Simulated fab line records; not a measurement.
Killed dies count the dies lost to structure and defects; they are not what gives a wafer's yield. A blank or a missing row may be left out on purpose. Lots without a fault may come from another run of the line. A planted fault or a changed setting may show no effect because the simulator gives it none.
fab line records | flow nand_harc
[record] lots = 6 | wafers = 17 | last_day = 33
route steps=1302 shown A_CHANNEL_HOLE_D2@604 A_CHANNEL_FILL_D2@610 END@1302
lots with no fault: from the same line, run without faults
start_h: the number of hours between the record's first day and the start of the first shown wafer of the lot | wait_h: time in hours since the lot's previous step | " same as the row above | L1.1+2: several wafers, shown together as one row | - no value present, or no start provided | * or withheld: withheld | < > ~ a bound
route shown NAME@n: names a module that has steps shown in the file, with the first one's number in the route | usual: average and standard deviation across the fault-free wafers | same: alike in all rows | chamber/n: place in a boat | sites: each site's reading | _std_site: standard deviation of those values | _edge_site: mean of outer sites minus mean of inner sites | radius_mm: for every site, how far away it sits from the centre of the wafer | mask NAME#n: copy n | behind: the most recent tool/chamber to have shaped the wafer | hold: why the lot went on hold/how many hours it stayed there/how the hold came to an end | device: names the non-switching transistor (n, p or np) | end of line: the same wafers' tests at the end of the route | a step given without rows: its recipe and nothing more | killed: dies lost to structure and defects at the first sort, not the wafer's yield | map: per-die view of a wafer (x killed, . not killed, _ where there is no die)
set.NAME: the setting the step ran with; set.NAME@STEP: the setting that earlier step ran with | model.NAME: the simulator's own value behind a step, which no gauge read
lots at selected steps of the route; one table per step, one row per wafer
services: when a tool's chamber went out of use (start_h, in hours from the record's first day, below 0 if earlier), for how many hours, and the reason
[[steps]]
[step NHARC_A_CHANNEL_HOLE_D2_STRIP_28]
[recipe] o2_flow_sccm = 500 | ar_flow_sccm = 0 | bias_w = 0 | chemistry = O2
[usual] drypump_motor_current_A = 5.5/0.45 | oes_product_au = 1.000/0.0087 | rf_vpp_V = 57.8/0.88 | showerhead_plenum_p_Torr = 3.54/0.098 | throttle_valve_pct = 17.037/0.0097
lot.wafer | tool        | chamber | start_h | wait_h | drypump_motor_current_A | oes_product_au | rf_hours_counter_h | rf_vpp_V | showerhead_plenum_p_Torr | throttle_valve_pct
L336.4    | rie_diel-04 | 2       | -       | -      | 5.0                     | 0.995          | 5.0                | 58.0     | 3.66                     | 17.020
L336.1    | "           | 3       | "       | "      | 5.9                     | 1.005          | 5.0                | 59.5     | 3.70                     | 17.035
L336.5    | "           | 2       | "       | "      | 5.0                     | 1.001          | -                  | 57.2     | 3.66                     | 17.039
L338.4    | rie_diel-13 | 3       | -       | -      | 5.9                     | 0.996          | 9.7                | 57.9     | 3.51                     | 17.047
L338.3    | "           | 0       | "       | "      | 5.6                     | 0.999          | 9.3                | 56.8     | 3.42                     | 17.045
L338.1    | "           | 1       | "       | "      | 6.6                     | 0.991          | 8.9                | 57.6     | 3.66                     | 17.056
L340.3    | rie_diel-08 | 2       | -       | -      | 5.2                     | 0.997          | 7.0                | 59.0     | 3.52                     | 17.050
L340.6    | "           | 2       | "       | "      | 5.3                     | 0.999          | -                  | 57.8     | 3.52                     | 17.040
L350.1    | rie_diel-08 | 3       | -       | -      | 5.7                     | 0.993          | 4.2                | 58.2     | 3.63                     | 17.027
L350.3    | "           | 0       | "       | "      | 6.0                     | 1.000          | 2.7                | 57.7     | 3.50                     | 17.046
L350.6    | "           | 2       | "       | "      | 5.3                     | 0.987          | -                  | 57.9     | 3.52                     | 17.044
L352.4    | rie_diel-04 | 1       | -       | -      | 5.6                     | 1.001          | 7.1                | 59.2     | 3.55                     | 17.029
L352.5    | "           | 1       | "       | "      | 5.6                     | 1.005          | -                  | 59.2     | 3.55                     | 17.026
L352.6    | "           | 2       | "       | "      | 5.0                     | 1.011          | -                  | 58.0     | 3.66                     | 17.048
L359.4    | rie_diel-13 | 2       | -       | -      | 5.5                     | 1.007          | 1.1                | 59.7     | 3.38                     | 17.041
L359.3    | "           | 1       | "       | "      | 6.7                     | 0.999          | 0.7                | 57.1     | 3.65                     | 17.056
L359.6    | "           | 2       | "       | "      | 5.5                     | 0.998          | -                  | 57.4     | 3.38                     | 17.037
[step NHARC_A_CHANNEL_HOLE_D2_PRECLEAN_29]
[recipe] time_s = * | temp_c = 50 | bath_age_min = 0 | chemistry = SC1
[step NHARC_A_CHANNEL_HOLE_D2_SRD_30]
[step NHARC_A_CHANNEL_HOLE_D2_CD_MEAS_31]
[usual] cd_nm = 90.2/0.81
lot.wafer | tool      | chamber | start_h | wait_h | cd_nm
L336.1    | cd_sem-02 | -       | 291.15  | -      | 91.6
L336.4    | "         | -       | "       | "      | 90.5
L336.5    | "         | -       | "       | "      | 90.1
L338.1    | cd_sem-02 | -       | 332.63  | -      | 90.5
L338.3    | "         | -       | "       | "      | 90.5
L338.4    | "         | -       | "       | "      | 89.2
L340.3    | cd_sem-03 | -       | 332.69  | -      | 91.1
L340.6    | "         | -       | "       | "      | 89.9
L350.1    | cd_sem-03 | -       | 457.31  | -      | 89.4
L350.3    | "         | -       | "       | "      | 89.8
L350.6    | "         | -       | "       | "      | 90.1
L352.4    | cd_sem-02 | -       | 468.53  | -      | 90.0
L352.5    | "         | -       | "       | "      | 90.6
L352.6    | "         | -       | "       | "      | 90.4
L359.3    | cd_sem-01 | -       | 538.19  | -      | 92.5
L359.4    | "         | -       | "       | "      | 90.5
L359.6    | "         | -       | "       | "      | 90.6
[step NHARC_A_CHANNEL_HOLE_D2_XSEM_32]
[recipe] landing_energy_ev = 35000
[step NHARC_A_CHANNEL_HOLE_D2_INSPECT_40]
[usual] raw_defect_count = 291/100
lot.wafer | tool              | chamber | start_h | wait_h | raw_defect_count
L336.1    | defect_inspect-02 | -       | 291.34  | -      | 227
L336.4    | "                 | -       | "       | "      | 203
L336.5    | "                 | -       | "       | "      | 169
L338.1    | defect_inspect-01 | -       | 332.82  | -      | 246
L338.3    | "                 | -       | "       | "      | 328
L338.4    | "                 | -       | "       | "      | 368
L340.3    | defect_inspect-02 | -       | 332.87  | -      | 230
L340.6    | "                 | -       | "       | "      | 388
L350.1    | defect_inspect-01 | -       | 457.50  | -      | 443
L350.3    | "                 | -       | "       | "      | 352
L350.6    | "                 | -       | "       | "      | 361
L352.4    | defect_inspect-01 | -       | 468.71  | -      | 245
L352.5    | "                 | -       | "       | "      | 211
L352.6    | "                 | -       | "       | "      | 178
L359.3    | defect_inspect-01 | -       | 538.37  | -      | 337
L359.4    | "                 | -       | "       | "      | 296
L359.6    | "                 | -       | "       | "      | 386
[step NHARC_A_CHANNEL_FILL_D2_PRECLEAN_00]
[recipe] time_s = * | temp_c = 50 | bath_age_min = 0 | chemistry = SC1
[step NHARC_A_CHANNEL_FILL_D2_SRD_01]
[step NHARC_A_CHANNEL_FILL_D2_ALD_02]
[recipe] target_thk_a = 60 | pulse_time_s = 10 | ald_cycles = 60 | temp_c = 300 | material = SiO2
[usual] ald_cycles = 60/0 | heater_power_w = 471/62 | precursor_pulse_height_rel = 1.002/0.018
[same] pulse_time_s = 10
lot.wafer | tool      | chamber | start_h | wait_h | ald_cycles | heater_power_w | precursor_pulse_height_rel
L336.4    | ald_hk-04 | 2       | 291.54  | -      | 60         | 371            | 1.015
L336.1    | "         | 1       | "       | "      | 60         | 490            | 1.021
L336.5    | "         | 3       | "       | "      | 60         | 518            | 1.012
L338.1    | ald_hk-02 | 3       | 333.08  | -      | 60         | 433            | 0.977
L338.4    | "         | 0       | "       | "      | 60         | 561            | 0.975
L338.3    | "         | 1       | "       | "      | 60         | 486            | 1.017
L340.3    | ald_hk-02 | 0       | 333.58  | -      | 60         | 552            | 0.976
L340.6    | "         | 3       | "       | "      | 60         | 436            | 0.996
L350.1    | ald_hk-01 | 2       | 457.77  | -      | 60         | 503            | 0.992
L350.3    | "         | 3       | "       | "      | 60         | 428            | 0.993
L350.6    | "         | 1       | "       | "      | 60         | 500            | 0.991
L352.4    | ald_hk-04 | 3       | 468.90  | -      | 60         | 474            | 1.017
L352.5    | "         | 3       | "       | "      | 60         | 487            | 0.984
L352.6    | "         | 0       | "       | "      | 60         | 405            | 1.007
L359.3    | ald_hk-01 | 3       | 539.07  | -      | 60         | 427            | 1.007
L359.4    | "         | 1       | "       | "      | 60         | 493            | 1.044
L359.6    | "         | 0       | "       | "      | 60         | 612            | 0.996
[step NHARC_A_CHANNEL_FILL_D2_ALD_03]
[recipe] target_thk_a = 60 | pulse_time_s = 60 | ald_cycles = 58 | temp_c = 630 | pressure_torr = 2 | material = SiNx
[usual] ald_cycles = 58/0 | precursor_pulse_height_rel = 1.002/0.017
[same] pulse_time_s = 60
lot.wafer | tool             | chamber | start_h | wait_h | ald_cycles | precursor_pulse_height_rel
L336.1    | ald_sin_batch-02 | 0       | -       | -      | 58         | 1.016
L336.4    | "                | 0       | "       | "      | 58         | 1.017
L336.5    | "                | 0       | "       | "      | 58         | 1.001
L338.1    | ald_sin_batch-01 | 0       | -       | -      | 58         | 1.028
L338.3    | "                | 0       | "       | "      | 58         | 1.001
L338.4    | "                | 0       | "       | "      | 58         | 0.993
L340.3    | ald_sin_batch-01 | 0       | -       | -      | 58         | 0.976
L340.6    | "                | 0       | "       | "      | 58         | 1.016
L350.1    | ald_sin_batch-01 | 0       | -       | -      | 58         | 1.009
L350.3    | "                | 0       | "       | "      | 58         | 0.975
L350.6    | "                | 0       | "       | "      | 58         | 1.020
L352.4    | ald_sin_batch-01 | 0       | -       | -      | 58         | 0.973
L352.5    | "                | 0       | "       | "      | 58         | 0.997
L352.6    | "                | 0       | "       | "      | 58         | 0.983
L359.3    | ald_sin_batch-03 | 0       | -       | -      | 58         | 0.991
L359.4    | "                | 0       | "       | "      | 58         | 1.015
L359.6    | "                | 0       | "       | "      | 58         | 1.019
[step NHARC_A_CHANNEL_FILL_D2_ALD_14]
[recipe] target_thk_a = 25 | pulse_time_s = 10 | ald_cycles = 25 | temp_c = 300 | material = SiO2
[usual] ald_cycles = 25/0 | heater_power_w = 472/60 | precursor_pulse_height_rel = 1.002/0.018
[same] pulse_time_s = 10
lot.wafer | tool      | chamber | start_h | wait_h | ald_cycles | heater_power_w | precursor_pulse_height_rel
L336.4    | ald_hk-01 | 1       | 298.53  | 0.0    | 25         | 477            | 1.024
L336.1    | "         | 2       | "       | "      | 25         | 536            | 0.986
L336.5    | "         | 1       | "       | "      | 25         | 484            | 0.979
L338.1    | ald_hk-02 | 1       | 340.06  | 0.0    | 25         | 485            | 0.998
L338.4    | "         | 2       | "       | "      | 25         | 445            | 0.999
L338.3    | "         | 0       | "       | "      | 25         | 552            | 1.011
L340.3    | ald_hk-02 | 3       | 340.35  | 0.3    | 25         | 427            | 0.995
L340.6    | "         | 2       | "       | "      | 25         | 453            | 1.011
L350.3    | ald_hk-01 | 3       | 463.79  | 0.0    | 25         | 437            | 0.992
L350.1    | "         | 2       | "       | "      | 25         | 509            | 1.018
L350.6    | "         | 3       | "       | "      | 25         | 439            | 0.993
L352.4    | ald_hk-01 | 1       | 473.46  | 0.2    | 25         | 489            | 0.977
L352.5    | "         | 2       | "       | "      | 25         | 513            | 0.968
L352.6    | "         | 3       | "       | "      | 25         | 436            | 1.057
L359.4    | ald_hk-01 | 1       | 546.14  | 0.1    | 25         | 496            | 1.001
L359.3    | "         | 2       | "       | "      | 25         | 514            | 1.022
L359.6    | "         | 0       | "       | "      | 25         | 588            | 0.968
[step NHARC_A_CHANNEL_FILL_D2_ALD_15]
[recipe] target_thk_a = 20 | pulse_time_s = 60 | ald_cycles = 19 | temp_c = 630 | pressure_torr = 2 | material = SiNx
[usual] ald_cycles = 19/0 | precursor_pulse_height_rel = 0.999/0.019
[same] pulse_time_s = 60
lot.wafer | tool             | chamber | start_h | wait_h | ald_cycles | precursor_pulse_height_rel
L336.1    | ald_sin_batch-01 | 0       | -       | -      | 19         | 0.974
L336.4    | "                | 0       | "       | "      | 19         | 1.000
L336.5    | "                | 0       | "       | "      | 19         | 0.997
L338.1    | ald_sin_batch-03 | 0       | -       | -      | 19         | 1.001
L338.3    | "                | 0       | "       | "      | 19         | 0.998
L338.4    | "                | 0       | "       | "      | 19         | 0.986
L340.3    | ald_sin_batch-03 | 0       | -       | -      | 19         | 1.000
L340.6    | "                | 0       | "       | "      | 19         | 1.013
L350.1    | ald_sin_batch-02 | 0       | -       | -      | 19         | 0.963
L350.3    | "                | 0       | "       | "      | 19         | 0.991
L350.6    | "                | 0       | "       | "      | 19         | 1.026
L352.4    | ald_sin_batch-01 | 0       | -       | -      | 19         | 1.010
L352.5    | "                | 0       | "       | "      | 19         | 0.953
L352.6    | "                | 0       | "       | "      | 19         | 0.984
L359.3    | ald_sin_batch-02 | 0       | -       | -      | 19         | 1.041
L359.4    | "                | 0       | "       | "      | 19         | 1.010
L359.6    | "                | 0       | "       | "      | 19         | 1.010
[step NHARC_A_CHANNEL_FILL_D2_ALD_16]
[recipe] target_thk_a = 15 | pulse_time_s = 10 | ald_cycles = 15 | temp_c = 300 | material = SiO2
[usual] ald_cycles = 15/0 | heater_power_w = 471/58 | precursor_pulse_height_rel = 0.998/0.02
[same] pulse_time_s = 10
lot.wafer | tool      | chamber | start_h | wait_h | ald_cycles | heater_power_w | precursor_pulse_height_rel
L336.4    | ald_hk-02 | 0       | 305.47  | 1.8    | 15         | 554            | 0.989
L336.1    | "         | 1       | "       | "      | 15         | 473            | 0.982
L336.5    | "         | 3       | "       | "      | 15         | 431            | 1.011
L338.4    | ald_hk-02 | 1       | 344.33  | 0.2    | 20         | 484            | 0.995
L338.3    | "         | 3       | "       | "      | 20         | 446            | 0.995
L338.1    | "         | 0       | "       | "      | 15         | 550            | 1.005
L340.3    | ald_hk-02 | 0       | 344.49  | 0.4    | 20         | 558            | 1.000
L340.6    | "         | 0       | "       | "      | 15         | 533            | 1.021
L350.3    | ald_hk-01 | 2       | 469.21  | 0.3    | 15         | 498            | 0.969
L350.1    | "         | 1       | "       | "      | 15         | 479            | 1.000
L350.6    | "         | 3       | "       | "      | 15         | 454            | 0.984
L352.4    | ald_hk-02 | 3       | 478.60  | 0.1    | 15         | 419            | 1.006
L352.6    | "         | 1       | "       | "      | 15         | 498            | 1.004
L352.5    | "         | 2       | "       | "      | 15         | 459            | 0.979
L359.3    | ald_hk-04 | 3       | 551.33  | 0.1    | 15         | 469            | 1.049
L359.4    | "         | 0       | "       | "      | 15         | 397            | 0.994
L359.6    | "         | 3       | "       | "      | 15         | 472            | 0.998
[step NHARC_A_CHANNEL_FILL_D2_ANNEAL_17]
[recipe] temp_c = 850 | time_s = 1800
[step NHARC_END_SORT_01]
[recipe] temp_c = 25
[usual] killed_at_array = 59/17 | killed_at_other = 0.7/0.9 | killed_at_periphery = 3.6/2.3 | killed_dies = 63/18 | killed_open = 3.4/1.9 | killed_short = 2.6/1.7
[same] gross_dies = 677
lot.wafer | tool      | chamber | start_h | wait_h | killed_at_array | killed_at_other | killed_at_periphery | killed_dies | killed_open | killed_short
L338.1    | prober-02 | 0       | 585.14  | 2.5    | 59              | 0               | 1                   | 60          | 8           | 4
L338.3    | prober-02 | 0       | 586.72  | 3.1    | 49              | 1               | 1                   | 51          | 2           | 2
L338.4    | prober-02 | 0       | 587.51  | 3.4    | 46              | 1               | 3                   | 50          | 6           | 3
// killed by level:class
L338.1 A_SLIT:chamber_film_flake=29 A_CHANNEL_HOLE_D2:chamber_film_flake=10 A_CHANNEL_HOLE_D1:chamber_film_flake=4 A_STAIRCASE:chamber_film_flake=4 A_CHANNEL_FILL_D1:geometric_particle:open=2 A_WL_FILL:geometric_particle:open=2 P_CONTACT:geometric_particle:open=1 A_DECK1_JOINT:geometric_particle:open=1
L338.3 A_SLIT:chamber_film_flake=24 A_CHANNEL_HOLE_D2:chamber_film_flake=6 A_CONTACT:chamber_film_flake=6 A_CHANNEL_HOLE_D1:chamber_film_flake=3 A_STAIRCASE:chamber_film_flake=3 A_WL_FILL:geometric_particle:short=2 A_DECK1_JOINT:chamber_film_flake=2 P_M2:geometric_particle:open=1
L338.4 A_SLIT:chamber_film_flake=24 A_CHANNEL_HOLE_D2:chamber_film_flake=9 A_CONTACT:chamber_film_flake=3 P_GATE:geometric_particle:open=1 P_CONTACT:geometric_particle:open=1 P_M1:geometric_particle:open=1 A_DECK1_JOINT:geometric_particle:short=1 A_CHANNEL_FILL_D2:geometric_particle:short=1
[[services]]
tool             | chamber | start_h | hours | kind
ald_hk-01        | -       | 305.35  | 10.0  | pm
ald_hk-01        | 0       | 305.35  | 93.2  | vent_cycle
ald_hk-01        | 1       | 305.35  | 93.2  | vent_cycle
ald_hk-01        | 2       | 305.35  | 93.2  | vent_cycle
ald_hk-01        | 3       | 305.35  | 93.2  | vent_cycle
ald_hk-04        | -       | 320.93  | 1.3   | repair
rie_diel-08      | 2       | 335.88  | 5.3   | repair
rie_diel-13      | -       | 342.00  | 9.0   | pm
rie_diel-04      | -       | 354.90  | 9.0   | pm
rie_diel-08      | 0       | 356.13  | 5.0   | repair
rie_diel-08      | -       | 367.80  | 9.0   | pm
rie_diel-08      | 0       | 390.50  | 23.0  | repair
rie_diel-04      | 0       | 391.23  | 3.2   | repair
rie_diel-13      | 1       | 419.44  | 5.6   | repair
rie_diel-04      | 3       | 422.81  | 5.7   | repair
rie_diel-08      | 0       | 467.70  | 5.3   | repair
rie_diel-04      | 1       | 470.09  | 27.1  | repair
ald_hk-01        | -       | 480.47  | 1.0   | repair
ald_hk-01        | -       | 483.35  | 10.0  | pm
ald_sin_batch-01 | -       | 508.23  | 26.0  | pm
rie_diel-13      | -       | 519.47  | 9.0   | pm
rie_diel-04      | -       | 531.90  | 9.0   | pm
rie_diel-08      | -       | 544.51  | 1.0   | repair
rie_diel-08      | -       | 545.54  | 9.0   | pm
[[key]]
[first_sign] step = NHARC_A_CHANNEL_FILL_D2_ALD_16 | reading = ald_cycles | direction = up | sigmas = 99+ | usual = 15 | struck = 20
effect none on later readings
met_at NHARC_A_CHANNEL_FILL_D2_ALD_16
struck_wafers L338.3,L338.4,L340.3
tester_left_out L338,L340
onset_between 305.47 344.33
[fault] kind = process_parameter_drift | tool = ald_hk-02 | chamber = - | onset_h = 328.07 | steps = NHARC_A_CHANNEL_FILL_D2_ALD_16 | channel = ald_cycles | offset = 5 | shape = step | end_h = 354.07 | scope = struck_wafers_only | acts_in = these_recipes_only | stated = 15
// tester_left_out: of these lots the tester's yield and bins aren't shown, on N5 and GAA mostly nor the transistor test; their killed dies are dies lost to structure and defects alone, not to doping, threshold or leakage, so they don't give the yield
